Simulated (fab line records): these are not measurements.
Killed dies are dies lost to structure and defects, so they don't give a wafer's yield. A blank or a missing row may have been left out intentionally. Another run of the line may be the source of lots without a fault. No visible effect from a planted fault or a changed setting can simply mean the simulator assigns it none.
Which tool did it? + flow n5-finfet + Sampling: 10 lots, 30 wafers, 6 of 1938 route steps

## WHAT THE GAUGES READ, wafer by wafer
N5_ILD0_THK_MEAS_04.
| lot  | measured    | on            | thk-nm (nm)       |
|------|-------------|---------------|-------------------|
| L243 | day 3 18:41 | film-metro-02 | 197.2 197.6 195.5 |
| L244 | day 3 23:02 | film-metro-01 | 196.6 197.7 197.3 |
| L245 | day 4 01:30 | film-metro-01 | 198.3 199.6 198.8 |
| L247 | day 4 13:22 | film-metro-02 | 197.7 196.6 197.2 |
| L248 | day 4 20:09 | film-metro-02 | 197.7 197.8 197.2 |
| L255 | day 6 13:20 | film-metro-02 | 197.3 196.1 196.8 |
| L258 | day 7 09:05 | film-metro-01 | 198.0 196.3 197.4 |
| L259 | day 7 12:57 | film-metro-01 | 197.2 196.7 197.0 |
| L262 | day 8 07:53 | film-metro-02 | 195.8 195.9 195.1 |
| L266 | day 9 05:26 | film-metro-02 | 196.9 196.8 198.3 |

N5_SDB_OVL_MEAS_12.
| lot  | measured    | on         | SDB_OVL (nm)   |
|------|-------------|------------|----------------|
| L243 | day 3 22:41 | overlay-02 | 0.5 -0.7 0.0   |
| L244 | day 4 03:16 | overlay-02 | 0.6 -0.6 0.9   |
| L245 | day 4 05:50 | overlay-02 | -0.1 -0.4 -0.6 |
| L247 | day 4 17:45 | overlay-01 | 12.3 14.4 12.5 |
| L248 | day 5 00:21 | overlay-02 | 13.1 13.4 13.3 |
| L255 | day 6 17:32 | overlay-02 | 0.2 0.9 0.4    |
| L258 | day 7 13:45 | overlay-02 | 0.8 0.4 -0.5   |
| L259 | day 7 16:56 | overlay-02 | -1.1 -1.0 -1.8 |
| L262 | day 8 12:48 | overlay-01 | 0.3 -0.2 -1.6  |
| L266 | day 9 09:31 | overlay-02 | 1.7 1.0 0.6    |

N5_BEOL_M4_RC_MEAS_101.
| lot  | measured     | on        | DIBL_N (mV/V)  | DIBL_P (mV/V)  | IOFF_N (nA/um)    | IOFF_P (nA/um) | ION_N (uA/um) | ION_P (uA/um) | SS_N (mV/dec)  | SS_P (mV/dec)  | VT_N (mV)         | VT_P (mV)      |
|------|--------------|-----------|----------------|----------------|-------------------|----------------|---------------|---------------|----------------|----------------|-------------------|----------------|
| L243 | day 7 22:36  | prober-02 | 37.7 35.5 36.2 | 38.4 36.8 37.6 | 0.178 0.155 0.157 | 0.22 0.20 0.20 | 671 675 679   | 462 464 464   | 72.2 71.2 70.8 | 73.5 72.9 72.7 | 250.2 251.4 250.2 | -250 -251 -252 |
| L244 | day 7 23:52  | prober-01 | 36.0 35.7 36.9 | 35.3 35.0 35.9 | 0.151 0.147 0.168 | 0.23 0.22 0.24 | 682 677 679   | 472 471 469   | 71.9 72.0 71.3 | 73.1 72.9 72.6 | 250.8 251.0 247.8 | -246 -246 -245 |
| L245 | day 8 05:44  | prober-01 | 37.3 38.7 36.8 | 38.3 39.4 37.6 | 0.181 0.208 0.167 | 0.23 0.24 0.21 | 680 684 674   | 469 464 459   | 72.1 72.1 72.4 | 73.3 73.8 73.3 | 247.3 244.2 247.0 | -250 -249 -251 |
| L247 | day 8 21:00  | prober-02 | 37.3 35.2 36.6 | 39.6 37.1 38.4 | 0.204 0.160 0.183 | 0.26 0.22 0.24 | 698 669 676   | 473 459 461   | 72.3 71.4 71.8 | 73.9 73.7 73.5 | 245.0 249.5 247.5 | -250 -248 -250 |
| L248 | day 9 01:47  | prober-01 | 35.2 35.9 35.2 | 34.7 36.4 34.3 | 0.133 0.144 0.134 | 0.20 0.22 0.20 | 668 671 665   | 468 468 461   | 71.4 72.3 71.2 | 73.0 73.8 72.9 | 250.7 251.6 253.1 | -249 -246 -250 |
| L255 | day 10 11:17 | prober-01 | 34.6 34.1 36.6 | 32.7 32.2 35.1 | 0.127 0.117 0.156 | 0.18 0.17 0.21 | 661 660 678   | 454 453 460   | 71.4 71.3 71.4 | 72.3 72.0 73.0 | 255.9 255.5 250.3 | -252 -253 -249 |
| L258 | day 11 12:38 | prober-02 | 37.7 35.5 35.6 | 36.7 34.2 34.6 | 0.170 0.130 0.140 | 0.20 0.16 0.17 | 672 667 671   | 455 460 460   | 71.7 70.6 71.4 | 74.1 73.1 73.3 | 250.4 253.5 252.1 | -252 -256 -254 |
| L259 | day 11 15:52 | prober-01 | 36.6 37.2 35.9 | 34.7 35.6 34.3 | 0.131 0.152 0.130 | 0.19 0.19 0.17 | 657 670 664   | 461 458 460   | 71.2 71.5 71.3 | 73.2 73.2 73.3 | 252.3 250.9 251.3 | -251 -251 -252 |
| L262 | day 12 12:56 | prober-01 | 37.7 37.7 36.4 | 36.7 37.1 34.8 | 0.175 0.186 0.149 | 0.25 0.26 0.22 | 679 688 661   | 467 470 463   | 71.8 71.7 71.0 | 73.3 74.1 73.3 | 247.2 247.7 250.1 | -247 -247 -248 |
| L266 | day 14 02:44 | prober-01 | 35.8 35.0 35.1 | 35.8 34.4 34.8 | 0.156 0.141 0.140 | 0.19 0.17 0.17 | 678 674 681   | 464 452 464   | 71.4 72.0 71.5 | 73.8 73.3 72.8 | 248.1 251.6 248.5 | -253 -255 -254 |

## WHICH TOOL RAN EACH LOT (tool, then ch and the chambers of the sampled wafers, then the start)
| lot  | N5_ILD0_LINER_00                 | N5_ILD0_ALD_15                   | N5_SDB_EXPOSE_08                  |
|------|----------------------------------|----------------------------------|-----------------------------------|
| L243 | ald-sin-02 ch 1,2,3, day 3 16:01 | ald-sin-01 ch 0,1,2, day 3 19:44 | arfi-scanner-02 ch 0, day 3 22:32 |
| L244 | ald-sin-01 ch 1,2,3, day 3 18:47 | ald-sin-02 ch 0,1,2, day 4 00:14 | arfi-scanner-03 ch 0, day 4 03:07 |
| L245 | ald-sin-01 ch 0,2,3, day 3 22:50 | ald-sin-04 ch 0,2, day 4 02:55   | arfi-scanner-03 ch 0, day 4 05:40 |
| L247 | ald-sin-04 ch 0,2,3, day 4 10:42 | ald-sin-01 ch 1,3, day 4 14:50   | arfi-scanner-03 ch 0, day 4 17:36 |
| L248 | ald-sin-02 ch 0,2,3, day 4 17:29 | ald-sin-01 ch 2,3, day 4 21:25   | arfi-scanner-03 ch 0, day 5 00:12 |
| L255 | ald-sin-01 ch 1,2,3, day 6 10:40 | ald-sin-02 ch 1,3, day 6 14:29   | arfi-scanner-02 ch 0, day 6 17:22 |
| L258 | ald-sin-01 ch 0,1,2, day 7 06:25 | ald-sin-01 ch 0,1,2, day 7 10:43 | arfi-scanner-02 ch 0, day 7 13:36 |
| L259 | ald-sin-04 ch 1,2,3, day 7 10:17 | ald-sin-01 ch 0,1,2, day 7 13:59 | arfi-scanner-02 ch 0, day 7 16:47 |
| L262 | ald-sin-01 ch 1,2,3, day 8 05:14 | ald-sin-01 ch 1,2,3, day 8 09:25 | arfi-scanner-02 ch 0, day 8 12:39 |
| L266 | ald-sin-04 ch 1,2,3, day 9 02:47 | ald-sin-04 ch 0,1,2, day 9 06:29 | arfi-scanner-02 ch 0, day 9 09:22 |
- N5_ILD0_LINER_00: material SiNx, target thk 4 nm, pulse time 1 s, purge time 2 s.
- N5_ILD0_ALD_15: deposits SiNx, target thk 24 nm, pulse time 1 s, ald cycles 480.
- N5_SDB_EXPOSE_08: exposes mask SDB.

## AS READ BY THE TOOLS THEMSELVES (means over the sampled wafers that have a number; for cases with no such wafer, the mark the record gives instead)
N5_ILD0_LINER_00.
| lot  | tool       | heater-power-w (W) | precursor-pulse-height-rel |
|------|------------|--------------------|----------------------------|
| L243 | ald-sin-02 | 829                | 1.018                      |
| L244 | ald-sin-01 | 824                | 0.992                      |
| L245 | ald-sin-01 | 812                | 1.003                      |
| L247 | ald-sin-04 | 871                | 1.002                      |
| L248 | ald-sin-02 | 863                | 1.001                      |
| L255 | ald-sin-01 | 819                | 1.014                      |
| L258 | ald-sin-01 | 910                | 1.030                      |
| L259 | ald-sin-04 | 787                | 1.024                      |
| L262 | ald-sin-01 | 840                | 0.999                      |
| L266 | ald-sin-04 | 747                | 1.001                      |

N5_ILD0_ALD_15.
| lot  | tool       | heater-power-w (W) | precursor-pulse-height-rel |
|------|------------|--------------------|----------------------------|
| L243 | ald-sin-01 | 910                | 1.003                      |
| L244 | ald-sin-02 | 849                | 0.987                      |
| L245 | ald-sin-04 | 957                | 1.019                      |
| L247 | ald-sin-01 | 845                | 1.003                      |
| L248 | ald-sin-01 | 743                | 0.994                      |
| L255 | ald-sin-02 | 812                | 1.004                      |
| L258 | ald-sin-01 | 910                | 1.007                      |
| L259 | ald-sin-01 | 911                | 0.999                      |
| L262 | ald-sin-01 | 818                | 1.003                      |
| L266 | ald-sin-04 | 838                | 0.997                      |

## THE ANSWER, worked out from the rows above alone
Rule: the usual values come from the lots themselves. Put in order of their means at a reading, lots are off if they are a third of the lots or fewer, leave a main group of 4 or more, and stand apart from it by a gap of 3 or more times the standard deviation of the main group's means; of several such gaps the widest counts. The tables above print the reading to a certain number of digits; a main group whose means all agree to those digits is not used. A lot without any number at a reading at which 4 lots or more have one is off too. The other lots that the step has rows for count as sound. Order of review: gauges by route order, followed by the tools' own readings, for which a lot's mean as printed above is used. The first step at which some lot is off is used, and at that step the reading that is off furthest; a lot without a number counts as furthest.
Off: L247, L248, seen at N5_SDB_OVL_MEAS_12 (SDB_OVL). For the main group the mean is -0.0 nm and the standard deviation 0.68.
If a tool, at a process step before that reading, ran all the lots that are off and no sound lot after the first of them, it fits. Gauges at N5_SDB_OVL_MEAS_12: tried the same way as those tools. One candidate fits, namely arfi-scanner-03 at N5_SDB_EXPOSE_08. A fault onset in the window from L245 (day 4 05:40, its last sound lot) to L247 (day 4 17:36, its first lot off) fits.

## WHAT THE SIMULATOR PUT IN
Scanner matching overlay: arfi-scanner-03, from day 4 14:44 on, at N5_SDB_EXPOSE_08. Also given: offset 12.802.
Shown lots that were struck: L247, L248. The same result came from the rule above.
